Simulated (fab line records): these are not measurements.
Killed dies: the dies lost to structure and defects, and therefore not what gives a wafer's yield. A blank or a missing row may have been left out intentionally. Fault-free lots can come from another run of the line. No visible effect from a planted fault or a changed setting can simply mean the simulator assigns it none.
Chamber matching    flow nand_harc    NHARC_P_GATE_DESCUM_31 on rie_diel-07 has 4 sister chambers
The step chemistry O2, time 3 s. 8 wafers are shown with their chamber, then 6 later ones without.

WAFERS, EACH WITH ITS CHAMBER
wafer   chamber  drypump_motor_current_A (A)  oes_product_au (a.u.)
L573.4  0        4.9                          1.023
L573.6  3        5.2                          0.991
L574.1  0        4.9                          1.024
L574.4  2        6.1                          1.002
L577.2  3        5.2                          1.000
L577.5  1        6.6                          1.011
L582.2  1        6.5                          1.007
L582.5  2        6.1                          1.000

WAFERS WITH NO CHAMBER GIVEN
wafer   drypump_motor_current_A (A)  oes_product_au (a.u.)
L582.6  4.9                          1.018
L583.1  4.9                          1.026
L583.2  6.5                          1.015
L583.3  6.1                          1.013
L588.1  6.1                          1.004
L588.5  4.9                          1.018

CHAMBER TAKEN BY EACH
wafer   from the rows above  in truth
L582.6  0                    0
L583.1  0                    0
L583.2  1                    1
L583.3  2                    2
L588.1  2                    2
L588.5  0                    0
6 of 6 placed correctly. Left unplaced by these rows: 0. 0 placed wrongly.
How it was worked out, from the rows above alone: a wafer's distance from a chamber is the root of the sum, over the readings, of the square of ((its reading less the chamber's mean) divided by the reading's scatter). If the next closest chamber is less than 2 further off than the closest, the wafer can't be placed; otherwise it belongs to the closest. A chamber's mean is the mean of its shown wafers. How the scatter is found: for the shown wafers, subtract from each reading the mean of its chamber, square and add these, divide the total by (wafers less chambers), then take the root.
